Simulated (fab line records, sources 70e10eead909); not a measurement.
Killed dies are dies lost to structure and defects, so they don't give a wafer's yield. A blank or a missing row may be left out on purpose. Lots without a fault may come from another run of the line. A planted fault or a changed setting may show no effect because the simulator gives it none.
A struck lot beside a sound one | flow nand_harc | 14 steps out of a route of 1159
Sound: wafers L479.1, L479.5, L479.6. Struck: wafer L492.6. (L492.3, L492.5 of the same lot were not struck and are left out.) The cause comes at the end.
At each step with rows: each side's tool, then ch and its chambers, then its first start. Under that, the readings that differ: sound wafers | struck wafers | difference of the means | sigmas: that difference in standard deviations of wafers without a fault.
alike: readings whose means differ by less than 2 such deviations, and words and numbers that are the same on both sides. not compared: withheld readings, readings that some wafer has no value for, bounds like >300 that may hide the same value, and numbers for which the record gives no deviation and whose values overlap.
The two part at a step that has a row with sigmas, a row that says differs or no value, or rows on one side only. Numbers that don't overlap but have no deviation are shown without sigmas and don't part them. A reading that every wafer of one side lacks parts them only if that side has two wafers or more.

first, 4 steps without rows for these wafers: NHARC_A_WL_FILL_STRIP_28 (strips in post etch residue remover, time 1200 s); NHARC_A_WL_FILL_PRECLEAN_06 (cleans in DIW, time 300 s); NHARC_A_WL_FILL_SRD_07; NHARC_A_WL_FILL_ANNEAL_08 (time 1800 s).
NHARC_A_WL_FILL_ALD_10: deposits SiO2, target thk 50 nm, pulse time 10 s, ald cycles 500.
  sound on ald_hk-01 ch 0,2,3, day 17 09:26; struck on ald_hk-01 ch 2, day 20 04:40
  reading                    | sound             | struck | difference | sigmas
  precursor_pulse_height_rel | 1.028 1.028 1.025 | 0.982  | -0.045     | -2
  alike: heater_power_w, susceptor_temp_C
NHARC_A_WL_FILL_ETCHBACK_16: etches the open film in C4F8/O2/Ar, target depth 88 nm, time 17.6 s.
  sound on rie_diel-10 ch 1,2,3; struck on rie_diel-03 ch 1
  alike: oes_product_au, rf_vpp_V
  not compared: rf_hours_counter_h
NHARC_A_WL_FILL_STRIP_29: strips in O2, time 20 s.
  sound on rie_diel-10 ch 0,1, day 17 12:40; struck on rie_diel-03 ch 0, day 20 07:52
  alike: drypump_motor_current_A, oes_product_au, rf_vpp_V, showerhead_plenum_p_Torr, throttle_valve_pct
  not compared: rf_hours_counter_h
NHARC_A_WL_FILL_ETCHBACK_17: etches the open film in Cl2/BCl3, target depth 4 nm, time 26.7 s.
  sound on rie_metal-01 ch 0,1, day 17 12:45; struck on rie_metal-01 ch 1, day 20 08:01
  alike: drypump_motor_current_A, oes_product_au
  not compared: rf_hours_counter_h
then, 3 steps without rows for these wafers: NHARC_A_WL_FILL_PRECLEAN_18 (cleans in dHF, time 30 s); NHARC_A_WL_FILL_SRD_21; NHARC_A_WL_FILL_CVD_23 (deposits poly-Si, target thk 40 nm, time 800 s).
NHARC_A_WL_FILL_ETCHBACK_26: etches the open film in HBr, target depth 52 nm, time 13.3 s.
  sound on rie_si-05 ch 1,2, day 17 18:02; struck on rie_si-05 ch 0, day 20 13:25
  reading                     | sound             | struck | difference | sigmas
  drypump_motor_current_A (A) | 5.0 5.0 5.2       | 6.4    | +1.3       | +3
  oes_product_au (a.u.)       | 1.010 0.996 1.002 | 0.827  | -0.176     | -24
  alike: throttle_valve_pct
  not compared: rf_hours_counter_h
then, 1 step without rows for these wafers: NHARC_A_WL_FILL_PRECLEAN_30 (cleans in dHF, time 10 s).
NHARC_END_SORT_01:
  the record has rows for the sound wafers here (prober-01 ch 0, day 21 09:32) and none for the struck ones

WHERE THEY PART
First at NHARC_A_WL_FILL_ALD_10; last, within this record, at NHARC_END_SORT_01.

WHY: what the simulator had put in
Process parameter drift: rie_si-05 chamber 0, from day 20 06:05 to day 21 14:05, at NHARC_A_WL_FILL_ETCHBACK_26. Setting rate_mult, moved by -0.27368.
